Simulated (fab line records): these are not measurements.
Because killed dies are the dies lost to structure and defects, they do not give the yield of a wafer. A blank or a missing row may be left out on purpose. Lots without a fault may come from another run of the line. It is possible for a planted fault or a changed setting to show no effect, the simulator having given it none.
Split-lot trial || flow n5 finfet || route with 1938 steps; 7 lots, 39 wafers read

## ON THE SPLIT
At N5_MIM_BOT_SPUTTER_00 (material TiN, target thk 35 nm, time 89.7 s), the setting target thk a was moved away from the recipe's 350 angstrom on 12 of the 39 wafers read, by -42.7% to +35.1%. This setting was run at the recipe's value on the other wafers.

The reading comes from the split's own step.

## THE READING
TiN_of_MIM_BOT_SPUTTER_00.thk nm (the simulator's own value, which no gauge read), in nm, at N5_MIM_BOT_SPUTTER_00 (material TiN, target thk 35 nm, time 89.7 s). There is no usual value for it anywhere in the file. Across the 27 wafers here that went through the recipe, the average is 34.9 nm and the standard deviation 0.42 nm.

{"wafer": "L074.1", "tool, chamber at the split": "pvd sputter-03, -", "target thk a as run, angstrom": 350, "against the recipe": "recipe", "TiN_of_MIM_BOT_SPUTTER_00.thk nm, nm": 35.2, "against lot-mates on the recipe": "-"}
{"wafer": "L074.5", "tool, chamber at the split": "pvd sputter-03, -", "target thk a as run, angstrom": 350, "against the recipe": "recipe", "TiN_of_MIM_BOT_SPUTTER_00.thk nm, nm": 34.4, "against lot-mates on the recipe": "-"}
{"wafer": "L074.6", "tool, chamber at the split": "pvd sputter-03, -", "target thk a as run, angstrom": 350, "against the recipe": "recipe", "TiN_of_MIM_BOT_SPUTTER_00.thk nm, nm": 35, "against lot-mates on the recipe": "-"}
{"wafer": "L077.1", "tool, chamber at the split": "pvd sputter-03, -", "target thk a as run, angstrom": 350, "against the recipe": "recipe", "TiN_of_MIM_BOT_SPUTTER_00.thk nm, nm": 34.8, "against lot-mates on the recipe": "-"}
{"wafer": "L077.2", "tool, chamber at the split": "pvd sputter-03, -", "target thk a as run, angstrom": 237.1, "against the recipe": "-32.3%", "TiN_of_MIM_BOT_SPUTTER_00.thk nm, nm": 23.4, "against lot-mates on the recipe": -11.5}
{"wafer": "L077.3", "tool, chamber at the split": "pvd sputter-03, -", "target thk a as run, angstrom": 237.1, "against the recipe": "-32.3%", "TiN_of_MIM_BOT_SPUTTER_00.thk nm, nm": 23.6, "against lot-mates on the recipe": -11.3}
{"wafer": "L077.4", "tool, chamber at the split": "pvd sputter-03, -", "target thk a as run, angstrom": 237.1, "against the recipe": "-32.3%", "TiN_of_MIM_BOT_SPUTTER_00.thk nm, nm": 24, "against lot-mates on the recipe": -10.9}
{"wafer": "L077.5", "tool, chamber at the split": "pvd sputter-03, -", "target thk a as run, angstrom": 350, "against the recipe": "recipe", "TiN_of_MIM_BOT_SPUTTER_00.thk nm, nm": 34.4, "against lot-mates on the recipe": "-"}
{"wafer": "L077.6", "tool, chamber at the split": "pvd sputter-03, -", "target thk a as run, angstrom": 350, "against the recipe": "recipe", "TiN_of_MIM_BOT_SPUTTER_00.thk nm, nm": 35.4, "against lot-mates on the recipe": "-"}
{"wafer": "L076.1", "tool, chamber at the split": "pvd sputter-02, -", "target thk a as run, angstrom": 350, "against the recipe": "recipe", "TiN_of_MIM_BOT_SPUTTER_00.thk nm, nm": 34.6, "against lot-mates on the recipe": "-"}
{"wafer": "L076.2", "tool, chamber at the split": "pvd sputter-02, -", "target thk a as run, angstrom": 350, "against the recipe": "recipe", "TiN_of_MIM_BOT_SPUTTER_00.thk nm, nm": 34.6, "against lot-mates on the recipe": "-"}
{"wafer": "L076.3", "tool, chamber at the split": "pvd sputter-02, -", "target thk a as run, angstrom": 350, "against the recipe": "recipe", "TiN_of_MIM_BOT_SPUTTER_00.thk nm, nm": 34.6, "against lot-mates on the recipe": "-"}
{"wafer": "L076.6", "tool, chamber at the split": "pvd sputter-02, -", "target thk a as run, angstrom": 350, "against the recipe": "recipe", "TiN_of_MIM_BOT_SPUTTER_00.thk nm, nm": 34.6, "against lot-mates on the recipe": "-"}
{"wafer": "L076.4", "tool, chamber at the split": "pvd sputter-02, -", "target thk a as run, angstrom": 350, "against the recipe": "recipe", "TiN_of_MIM_BOT_SPUTTER_00.thk nm, nm": 34.4, "against lot-mates on the recipe": "-"}
{"wafer": "L076.5", "tool, chamber at the split": "pvd sputter-02, -", "target thk a as run, angstrom": 350, "against the recipe": "recipe", "TiN_of_MIM_BOT_SPUTTER_00.thk nm, nm": 34.4, "against lot-mates on the recipe": "-"}
{"wafer": "L078.1", "tool, chamber at the split": "pvd sputter-03, -", "target thk a as run, angstrom": 472.7, "against the recipe": "+35.1%", "TiN_of_MIM_BOT_SPUTTER_00.thk nm, nm": 47, "against lot-mates on the recipe": "+11.9"}
{"wafer": "L078.2", "tool, chamber at the split": "pvd sputter-03, -", "target thk a as run, angstrom": 472.7, "against the recipe": "+35.1%", "TiN_of_MIM_BOT_SPUTTER_00.thk nm, nm": 47.4, "against lot-mates on the recipe": "+12.3"}
{"wafer": "L078.3", "tool, chamber at the split": "pvd sputter-03, -", "target thk a as run, angstrom": 350, "against the recipe": "recipe", "TiN_of_MIM_BOT_SPUTTER_00.thk nm, nm": 35, "against lot-mates on the recipe": "-"}
{"wafer": "L078.4", "tool, chamber at the split": "pvd sputter-03, -", "target thk a as run, angstrom": 350, "against the recipe": "recipe", "TiN_of_MIM_BOT_SPUTTER_00.thk nm, nm": 35.8, "against lot-mates on the recipe": "-"}
{"wafer": "L078.5", "tool, chamber at the split": "pvd sputter-03, -", "target thk a as run, angstrom": 350, "against the recipe": "recipe", "TiN_of_MIM_BOT_SPUTTER_00.thk nm, nm": 34.6, "against lot-mates on the recipe": "-"}
{"wafer": "L078.6", "tool, chamber at the split": "pvd sputter-03, -", "target thk a as run, angstrom": 472.7, "against the recipe": "+35.1%", "TiN_of_MIM_BOT_SPUTTER_00.thk nm, nm": 48, "against lot-mates on the recipe": "+12.9"}
{"wafer": "L093.1", "tool, chamber at the split": "pvd sputter-01, -", "target thk a as run, angstrom": 216.1, "against the recipe": "-38.3%", "TiN_of_MIM_BOT_SPUTTER_00.thk nm, nm": 21.4, "against lot-mates on the recipe": -13.2}
{"wafer": "L093.3", "tool, chamber at the split": "pvd sputter-01, -", "target thk a as run, angstrom": 216.1, "against the recipe": "-38.3%", "TiN_of_MIM_BOT_SPUTTER_00.thk nm, nm": 21.4, "against lot-mates on the recipe": -13.2}
{"wafer": "L093.2", "tool, chamber at the split": "pvd sputter-01, -", "target thk a as run, angstrom": 350, "against the recipe": "recipe", "TiN_of_MIM_BOT_SPUTTER_00.thk nm, nm": 34.4, "against lot-mates on the recipe": "-"}
{"wafer": "L093.6", "tool, chamber at the split": "pvd sputter-01, -", "target thk a as run, angstrom": 350, "against the recipe": "recipe", "TiN_of_MIM_BOT_SPUTTER_00.thk nm, nm": 34.4, "against lot-mates on the recipe": "-"}
{"wafer": "L093.4", "tool, chamber at the split": "pvd sputter-01, -", "target thk a as run, angstrom": 216.1, "against the recipe": "-38.3%", "TiN_of_MIM_BOT_SPUTTER_00.thk nm, nm": 21.2, "against lot-mates on the recipe": -13.4}
{"wafer": "L093.5", "tool, chamber at the split": "pvd sputter-01, -", "target thk a as run, angstrom": 350, "against the recipe": "recipe", "TiN_of_MIM_BOT_SPUTTER_00.thk nm, nm": 35, "against lot-mates on the recipe": "-"}
{"wafer": "L096.1", "tool, chamber at the split": "pvd sputter-02, -", "target thk a as run, angstrom": 350, "against the recipe": "recipe", "TiN_of_MIM_BOT_SPUTTER_00.thk nm, nm": 35, "against lot-mates on the recipe": "-"}
{"wafer": "L096.3", "tool, chamber at the split": "pvd sputter-02, -", "target thk a as run, angstrom": 350, "against the recipe": "recipe", "TiN_of_MIM_BOT_SPUTTER_00.thk nm, nm": 35, "against lot-mates on the recipe": "-"}
{"wafer": "L096.5", "tool, chamber at the split": "pvd sputter-02, -", "target thk a as run, angstrom": 350, "against the recipe": "recipe", "TiN_of_MIM_BOT_SPUTTER_00.thk nm, nm": 35, "against lot-mates on the recipe": "-"}
{"wafer": "L096.2", "tool, chamber at the split": "pvd sputter-02, -", "target thk a as run, angstrom": 350, "against the recipe": "recipe", "TiN_of_MIM_BOT_SPUTTER_00.thk nm, nm": 35.4, "against lot-mates on the recipe": "-"}
{"wafer": "L096.4", "tool, chamber at the split": "pvd sputter-02, -", "target thk a as run, angstrom": 350, "against the recipe": "recipe", "TiN_of_MIM_BOT_SPUTTER_00.thk nm, nm": 35.6, "against lot-mates on the recipe": "-"}
{"wafer": "L096.6", "tool, chamber at the split": "pvd sputter-02, -", "target thk a as run, angstrom": 350, "against the recipe": "recipe", "TiN_of_MIM_BOT_SPUTTER_00.thk nm, nm": 35.8, "against lot-mates on the recipe": "-"}
{"wafer": "L097.1", "tool, chamber at the split": "pvd sputter-02, -", "target thk a as run, angstrom": 200.7, "against the recipe": "-42.7%", "TiN_of_MIM_BOT_SPUTTER_00.thk nm, nm": 19.6, "against lot-mates on the recipe": -15.1}
{"wafer": "L097.2", "tool, chamber at the split": "pvd sputter-02, -", "target thk a as run, angstrom": 200.7, "against the recipe": "-42.7%", "TiN_of_MIM_BOT_SPUTTER_00.thk nm, nm": 19.6, "against lot-mates on the recipe": -15.1}
{"wafer": "L097.6", "tool, chamber at the split": "pvd sputter-02, -", "target thk a as run, angstrom": 200.7, "against the recipe": "-42.7%", "TiN_of_MIM_BOT_SPUTTER_00.thk nm, nm": 19.6, "against lot-mates on the recipe": -15.1}
{"wafer": "L097.3", "tool, chamber at the split": "pvd sputter-02, -", "target thk a as run, angstrom": 350, "against the recipe": "recipe", "TiN_of_MIM_BOT_SPUTTER_00.thk nm, nm": 34.8, "against lot-mates on the recipe": "-"}
{"wafer": "L097.4", "tool, chamber at the split": "pvd sputter-02, -", "target thk a as run, angstrom": 350, "against the recipe": "recipe", "TiN_of_MIM_BOT_SPUTTER_00.thk nm, nm": 34.8, "against lot-mates on the recipe": "-"}
{"wafer": "L097.5", "tool, chamber at the split": "pvd sputter-02, -", "target thk a as run, angstrom": 350, "against the recipe": "recipe", "TiN_of_MIM_BOT_SPUTTER_00.thk nm, nm": 34.6, "against lot-mates on the recipe": "-"}

THE FIT
A straight line over all 39 wafers: TiN_of_MIM_BOT_SPUTTER_00.thk nm changes by +0.356 nm for each +1% of target thk a; r = +1.00; the points scatter about the line by 0.4 nm.
The same after taking each lot's own level away (the mean of its wafers on the recipe; 39 wafers): +0.351 nm for each +1%; r = +1.00; scatter 0.31 nm.
The reading moves by 15 nm for the largest change in target thk a, on that fit.
From 34.53 to 35.30 nm: that is the span of the lots' own levels, equal to 1.8 times the standard deviation above.
The two slopes agree, so the slope changes little with the lot-to-lot level.
Check: -14.9 nm against its lot-mates is what the line predicts for one of the wafers moved furthest among these (-42.7%) when that wafer is left out of the fit. Against them it came out at -15.1 nm.

## FURTHER SPLITS ON THESE WAFERS
These wafers also went through other splits before the reading. Each is held against what the fit with the lots' levels taken away leaves over:
{"other split on the same wafers": "N5_BEOL_M11_TRENCH_ETCH_37 target depth a", "wafers away from the commonest value": 15, "r with TiN_of_MIM_BOT_SPUTTER_00.thk nm (lot level and that fit taken away)": -0.05}
{"other split on the same wafers": "N5_BEOL_M14_SPUTTER_43 target thk a", "wafers away from the commonest value": 6, "r with TiN_of_MIM_BOT_SPUTTER_00.thk nm (lot level and that fit taken away)": "+0.14"}

## THE FILE'S OWN FIT
TiN_of_MIM_BOT_SPUTTER_00.thk nm changes by +0.351 nm for each +1% of target thk a, r = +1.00.
